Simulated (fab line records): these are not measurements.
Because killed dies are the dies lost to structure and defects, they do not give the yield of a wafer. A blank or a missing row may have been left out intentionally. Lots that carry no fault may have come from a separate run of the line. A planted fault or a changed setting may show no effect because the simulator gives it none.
fab line records	flow n5_finfet
[record] lots = 10	wafers = 30	last_day = 17
route steps=1938 shown BEOL_M1@775
lots that met no fault: taken from a fault-free run of the same line
start_h: hours from the record's first day to the start of the lot's first wafer shown	wait_h: hours elapsed since this lot's preceding step	" as in the row above	L1.1+2: one row covering several wafers at once	- no value, or no start given	* or withheld: withheld	< > ~ a bound
route shown NAME@n: NAME is a module with steps in the file, n the number in the route of the first one	usual: the fault-free wafers' mean and standard deviation	same: alike in all rows	chamber/n: place in a boat	sites: readings site by site	_std_site: how widely they spread, as a standard deviation	_edge_site: mean of outer sites minus mean of inner sites	radius_mm: for every site, how far away it sits from the centre of the wafer	mask NAME#n: copy n	behind: the tool/chamber that last shaped the wafer	hold: why the lot was held/for how many hours/how that ended	device: which transistor (n, p or np) failed to switch	end of line: the tests these same wafers got at the end of their route	step lacking rows: just its recipe	killed: the dies lost at the first sort to structure and to defects; this is not the yield of the wafer	map: shows each die of a wafer: x if killed, . if not, _ if none is there
set.NAME: the setting the step ran with; set.NAME@STEP: the setting that earlier step ran with	model.NAME: the simulator's own value behind a step, which no gauge read
a sample of lots followed through the steps of the route, with each step as a table and each wafer as a row
services: a tool's chamber out of use, with start hour (start_h, from the record's first day; less than 0 if before it), hours out, and reason
[[steps]]
[step N5_BEOL_M1_STRIP_19]
[recipe] chemistry = O2	power_w = 400	temp_c = 40	pressure_mtorr = 30	rf_frequency_hz = 6e+07	bias_power_w = 0	overash_fraction = 0.2	o2_flow_sccm = 225
[usual] drypump_motor_current_A = 5.8/0.35	oes_product_au = 0.79/0.089	rf_vpp_V = 3.7/0.53	showerhead_plenum_p_Torr = 2.10/0.054	throttle_valve_pct = 16.70/0.29
[same] bias_power_w = 0	overash_fraction = 0.2
lot.wafer	tool	chamber	start_h	wait_h	drypump_motor_current_A	oes_product_au	rf_hours_counter_h	rf_vpp_V	showerhead_plenum_p_Torr	throttle_valve_pct
L232.3	rie_diel-04	1	134.12	0.1	5.5	0.69	204	3.5	2.17	16.75
L232.4	"	3	"	"	5.4	0.81	101	3.9	2.11	16.59
L232.6	"	2	"	"	5.6	0.84	-	3.8	2.03	16.58
L235.2	rie_diel-06	2	156.65	0.1	5.2	0.83	72	4.3	2.12	16.82
L235.4	"	1	"	"	5.9	0.70	-	4.2	2.08	17.18
L235.6	"	0	"	"	5.7	0.69	-	3.9	2.17	16.77
L237.3	rie_diel-04	1	168.12	0.1	5.5	0.69	214	3.4	2.16	16.76
L237.5	"	3	"	"	5.5	0.79	-	3.8	2.11	16.60
L237.6	"	0	"	"	6.3	0.67	-	3.6	2.06	17.15
L238.1	rie_diel-03	0	168.75	0.1	5.6	0.90	44	3.3	2.04	16.06
L238.3	"	1	"	"	6.1	0.76	164	2.9	2.18	17.05
L238.5	"	0	"	"	5.6	0.89	-	4.0	2.04	16.10
L239.2	rie_diel-04	1	183.63	0.1	5.6	0.68	218	3.2	2.16	16.76
L239.5	"	2	"	"	5.6	0.82	-	4.3	2.02	16.61
L239.6	"	3	"	"	5.4	0.79	-	3.8	2.11	16.60
L240.1	rie_diel-06	0	183.82	0.2	5.7	0.69	231	3.8	2.17	16.80
L240.3	"	2	"	"	5.2	0.83	80	2.6	2.12	16.85
L240.6	"	1	"	"	5.9	0.70	-	3.4	2.08	17.20
L241.1	rie_diel-06	2	190.47	0.1	5.2	0.82	82	3.8	2.12	16.85
L241.2	"	3	"	"	5.8	0.93	11	4.2	2.14	16.19
L241.3	"	0	"	"	5.8	0.69	232	3.9	2.17	16.78
L246.1	rie_diel-04	2	223.49	0.2	5.7	0.79	117	3.6	2.02	16.62
L246.2	"	0	"	"	6.3	0.92	13	3.3	2.06	16.73
L246.6	"	2	"	"	5.6	0.80	-	2.8	2.02	16.63
L252.1	rie_diel-06	2	262.66	0.1	5.2	0.80	103	4.3	2.11	16.90
L252.2	"	1	"	"	5.9	0.68	242	3.9	2.07	17.25
L252.3	"	3	"	"	5.8	0.86	33	3.6	2.13	16.26
L253.1	rie_diel-04	2	263.12	0.1	5.7	0.78	128	3.9	2.01	16.65
L253.2	"	1	"	"	5.6	0.65	245	4.4	2.15	16.79
L253.4	"	0	"	"	6.3	0.90	24	3.5	2.05	16.75
[step N5_BEOL_M1_ETCH_69]
[recipe] chemistry = CF4	target = SiARC	target_depth_a = 156	mask_material = CAR-EUV	time_s = 26	ion_energy_ev = 80	pressure_mtorr = 40	source_w = 545	bias_w = 36	Ar_flow_sccm = 100	cf4_flow_sccm = 100	ends = cleared
[usual] drypump_motor_current_A = 5.8/0.34	etch_rf_on_time_s = 25.9/0.35	oes_product_au = 0.68/0.076	rf_vpp_V = 184.2/0.9	showerhead_plenum_p_Torr = 2.15/0.053	throttle_valve_pct = 15.6/0.34
lot.wafer	tool	chamber	start_h	wait_h	drypump_motor_current_A	etch_rf_on_time_s	oes_product_au	rf_hours_counter_h	rf_vpp_V	showerhead_plenum_p_Torr	throttle_valve_pct
L232.3	rie_diel-03	3	134.73	0.0	6.3	25.7	0.66	142	184.0	2.24	15.6
L232.4	"	1	"	"	6.1	26.2	0.65	154	184.8	2.23	16.0
L232.6	"	3	"	"	6.3	26.1	0.66	-	184.1	2.24	15.6
L235.2	rie_diel-04	0	157.43	0.0	6.3	26.2	0.57	246	185.3	2.11	16.1
L235.4	"	3	"	"	5.4	25.6	0.69	108	183.8	2.16	15.5
L235.6	"	0	"	"	6.3	26.1	0.57	-	183.4	2.11	16.1
L237.3	rie_diel-03	0	168.69	0.0	5.7	25.7	0.76	44	184.8	2.09	15.0
L237.5	"	1	"	"	6.1	26.3	0.64	-	184.4	2.23	16.0
L237.6	"	0	"	"	5.7	25.9	0.77	-	183.5	2.09	15.0
L238.1	rie_diel-04	1	169.31	0.0	5.6	25.8	0.59	214	185.2	2.21	15.7
L238.3	"	0	"	"	6.3	26.4	0.56	249	185.1	2.11	16.1
L238.5	"	1	"	"	5.5	25.6	0.59	-	185.6	2.21	15.7
L239.2	rie_diel-06	3	184.22	0.0	5.8	25.3	0.80	9	183.8	2.19	15.2
L239.5	"	2	"	"	5.2	25.3	0.71	-	184.0	2.17	15.8
L239.6	"	1	"	"	5.9	26.0	0.60	-	183.4	2.12	16.1
L240.1	rie_diel-03	3	184.44	0.0	6.3	26.2	0.65	156	184.3	2.23	15.6
L240.3	"	1	"	"	6.1	26.5	0.64	168	184.9	2.23	16.0
L240.6	"	3	"	"	6.3	26.4	0.65	-	184.8	2.23	15.6
L241.1	rie_diel-03	1	191.13	0.0	6.1	26.3	0.63	170	185.4	2.23	16.0
L241.2	"	2	"	"	6.3	25.6	0.79	20	183.7	2.10	15.3
L241.3	"	3	"	"	6.3	26.3	0.64	159	184.7	2.23	15.6
L246.1	rie_diel-04	0	224.05	0.0	6.3	25.7	0.79	13	183.8	2.10	15.6
L246.2	"	2	"	"	5.6	25.8	0.69	117	183.7	2.07	15.6
L246.6	"	3	"	"	5.4	25.5	0.67	-	184.7	2.15	15.6
L252.1	rie_diel-06	2	263.35	0.0	5.2	25.6	0.69	103	184.5	2.16	15.8
L252.2	"	1	"	"	5.9	26.4	0.59	242	183.2	2.11	16.2
L252.3	"	3	"	"	5.8	25.4	0.75	33	184.1	2.18	15.2
L253.1	rie_diel-03	1	263.68	0.0	6.1	26.3	0.62	193	184.9	2.22	16.1
L253.2	"	3	"	"	6.3	26.5	0.62	180	185.2	2.22	15.6
L253.4	"	2	"	"	6.3	25.5	0.75	42	183.2	2.10	15.4
[step N5_BEOL_M1_ETCHBACK_99]
[recipe] chemistry = CHF3	target = SiO2	target_depth_a = 50	time_s = 10.4	source_w = 215	bias_w = 47	Ar_flow_sccm = 200	CHF3_flow_sccm = 12	ion_energy_ev = 100	pressure_mtorr = 30
[usual] drypump_motor_current_A = 5.8/0.33	oes_ar_750_au = 0.78/0.082	oes_product_au = 0.78/0.088	rf_vpp_V = 240/3.1	showerhead_plenum_p_Torr = 2.16/0.055	throttle_valve_pct = 17.11/0.25
lot.wafer	tool	chamber	start_h	wait_h	drypump_motor_current_A	oes_ar_750_au	oes_product_au	rf_hours_counter_h	rf_vpp_V	showerhead_plenum_p_Torr	throttle_valve_pct
L232.3	rie_diel-06	0	141.92	7.1	5.7	0.71	0.70	216	244	2.21	17.10
L232.4	"	2	"	"	5.2	0.83	0.85	-	243	2.17	17.19
L232.6	"	0	"	"	5.7	0.71	0.71	-	243	2.21	17.10
L235.2	rie_diel-06	3	160.39	2.8	5.8	0.96	0.96	1	238	2.20	16.57
L235.4	"	0	"	"	5.7	0.70	0.70	222	244	2.21	17.10
L235.6	"	1	"	"	5.9	0.71	0.70	-	245	2.13	17.56
L237.3	rie_diel-04	1	170.24	1.4	5.6	0.70	0.68	214	238	2.22	17.16
L237.5	"	0	"	"	6.2	0.66	0.67	-	240	2.11	17.54
L237.6	"	1	"	"	5.5	0.70	0.69	-	237	2.22	17.16
L238.1	rie_diel-04	2	175.60	6.2	5.6	0.82	0.81	98	237	2.08	17.02
L238.3	"	3	"	"	5.4	0.79	0.78	114	243	2.17	17.02
L238.5	"	3	"	"	5.4	0.79	0.78	-	242	2.17	17.01
L240.1	rie_diel-04	1	185.48	0.8	5.6	0.70	0.69	219	238	2.22	17.17
L240.3	"	2	"	"	5.6	0.82	0.82	102	237	2.08	17.01
L240.6	"	2	"	"	5.6	0.82	0.82	-	237	2.08	17.02
L239.2	rie_diel-04	1	186.08	1.6	5.5	0.70	0.69	220	237	2.22	17.17
L239.5	"	2	"	"	5.6	0.82	0.82	-	238	2.08	17.01
L239.6	"	1	"	"	5.5	0.69	0.68	-	239	2.22	17.16
L241.1	rie_diel-04	0	196.82	5.6	6.3	0.95	0.97	2	240	2.11	17.10
L241.2	"	1	"	"	5.5	0.69	0.69	224	238	2.22	17.19
L241.3	"	3	"	"	5.4	0.79	0.79	122	242	2.16	17.05
L246.1	rie_diel-04	3	227.53	3.3	5.4	0.78	0.78	126	242	2.16	17.03
L246.2	"	0	"	"	6.3	0.91	0.92	14	241	2.11	17.13
L246.6	"	2	"	"	5.6	0.81	0.79	-	236	2.07	17.04
L252.1	rie_diel-04	1	264.52	0.7	5.6	0.68	0.66	246	238	2.21	17.22
L252.2	"	2	"	"	5.6	0.79	0.78	128	238	2.07	17.05
L252.3	"	3	"	"	5.4	0.78	0.77	137	241	2.16	17.06
L253.1	rie_diel-04	2	271.69	7.8	5.6	0.80	0.79	131	237	2.07	17.06
L253.2	"	1	"	"	5.6	0.67	0.67	248	238	2.21	17.21
L253.4	"	1	"	"	5.6	0.68	0.66	-	238	2.21	17.22
[step N5_BEOL_M1_ETCH_70]
[recipe] chemistry = N2/H2	target = SOC	target_depth_a = 800	overetch_a = 160	mask_material = SiARC	temp_c = 40	time_s = 120	ion_energy_ev = 200	pressure_mtorr = 30	source_w = 840	bias_w = 150	n2_flow_sccm = 200	h2_flow_sccm = 200
[usual] drypump_motor_current_A = 5.8/0.33	oes_product_au = 0.60/0.063	rf_vpp_V = 524.2/1.9	run_length_s = 143.1/0.5	showerhead_plenum_p_Torr = 2.55/0.064	throttle_valve_pct = 17.89/0.26
lot.wafer	tool	chamber	start_h	wait_h	drypump_motor_current_A	oes_product_au	rf_hours_counter_h	rf_vpp_V	run_length_s	showerhead_plenum_p_Torr	throttle_valve_pct
L232.3	rie_diel-06	0	141.96	0.0	5.8	0.54	216	526.6	142.8	2.62	17.86
L232.4	"	2	"	"	5.2	0.64	-	524.8	144.0	2.58	17.98
L232.6	"	0	"	"	5.7	0.54	-	525.7	143.1	2.62	17.85
L235.2	rie_diel-06	3	160.43	0.0	5.8	0.73	1	525.2	143.4	2.60	17.38
L235.4	"	0	"	"	5.7	0.54	222	524.9	143.2	2.62	17.85
L235.6	"	1	"	"	5.9	0.54	-	523.8	143.2	2.51	18.29
L237.3	rie_diel-04	1	170.28	0.0	5.6	0.53	214	526.3	142.7	2.63	17.97
L237.5	"	0	"	"	6.3	0.51	-	524.1	142.5	2.50	18.32
L237.6	"	1	"	"	5.6	0.53	-	527.3	142.6	2.63	17.98
L238.1	rie_diel-04	2	175.64	0.0	5.6	0.63	98	522.7	143.6	2.46	17.92
L238.3	"	3	"	"	5.4	0.60	114	525.4	143.4	2.55	17.75
L238.5	"	3	"	"	5.4	0.61	-	526.0	142.8	2.55	17.77
L240.1	rie_diel-04	1	185.52	0.0	5.6	0.52	219	526.3	142.7	2.62	17.99
L240.3	"	2	"	"	5.7	0.63	102	520.2	143.1	2.46	17.91
L240.6	"	2	"	"	5.7	0.61	-	520.9	143.6	2.46	17.93
L239.2	rie_diel-04	1	186.11	0.0	5.5	0.52	220	525.4	142.4	2.62	18.00
L239.5	"	2	"	"	5.6	0.62	-	521.1	143.3	2.46	17.92
L239.6	"	1	"	"	5.5	0.52	-	526.3	142.4	2.62	17.98
L241.1	rie_diel-04	0	196.85	0.0	6.3	0.73	2	522.1	142.5	2.50	17.90
L241.2	"	1	"	"	5.6	0.52	224	526.3	142.2	2.62	17.97
L241.3	"	3	"	"	5.4	0.60	122	524.2	142.9	2.55	17.77
L246.1	rie_diel-04	3	227.56	0.0	5.5	0.59	126	526.0	142.7	2.55	17.77
L246.2	"	0	"	"	6.3	0.69	14	522.9	142.9	2.50	17.92
L246.6	"	2	"	"	5.6	0.61	-	521.4	143.4	2.45	17.96
L252.1	rie_diel-04	1	264.55	0.0	5.5	0.50	246	525.3	149.4	2.61	18.02
L252.2	"	2	"	"	5.6	0.59	129	521.3	150.2	2.45	17.94
L252.3	"	3	"	"	5.4	0.57	137	524.5	150.2	2.54	17.78
L253.1	rie_diel-04	2	271.73	0.0	5.6	0.59	131	521.1	150.4	2.45	17.97
L253.2	"	1	"	"	5.6	0.49	248	525.4	149.7	2.61	18.03
L253.4	"	1	"	"	5.5	0.50	-	525.6	149.4	2.61	18.04
[[services]]
tool	chamber	start_h	hours	kind
rie_diel-06	1	114.71	23.0	repair
rie_diel-06	3	114.84	4.0	repair
rie_diel-06	3	138.00	-	clean
rie_diel-06	3	138.00	-	consumable_replace:focus_ring
rie_diel-06	3	138.00	20.4	scheduled_down
rie_diel-06	3	138.00	20.4	vent_cycle
rie_diel-04	1	139.91	2.5	repair
rie_diel-03	1	140.98	6.8	repair
rie_diel-04	-	163.06	1.1	repair
rie_diel-04	0	170.61	-	clean
rie_diel-04	0	170.61	-	consumable_replace:focus_ring
rie_diel-04	0	170.61	19.5	scheduled_down
rie_diel-04	0	170.61	19.5	vent_cycle
rie_diel-04	3	206.29	13.1	repair
rie_diel-06	0	255.87	-	clean
rie_diel-06	0	255.87	-	consumable_replace:focus_ring
rie_diel-06	0	255.87	11.8	scheduled_down
rie_diel-06	0	255.87	11.8	vent_cycle
rie_diel-03	0	268.67	3.8	repair
rie_diel-04	0	271.49	3.0	repair
[[key]]
[first_sign] step = N5_BEOL_M1_ETCH_70	reading = run_length_s	direction = up	sigmas = 14	usual = *	struck = *
effect none on later readings
met_at N5_BEOL_M1_ETCH_70
struck_lots L252,L253
rows_end L253.1,L253.2,L253.4
not_acting_at N5_BEOL_M1_STRIP_19,N5_BEOL_M1_ETCH_69,N5_BEOL_M1_ETCHBACK_99
onset_between 227.56 264.55
[fault] kind = process_parameter_drift	tool = rie_diel-04	chamber = -	onset_h = 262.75	steps = N5_BEOL_M1_ETCH_70	channel = time_s	offset = *	shape = step	end_h = 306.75	acts_in = *	stated = *
// rows_end: these wafers met a further fault down the route, and their rows from its step on are left out
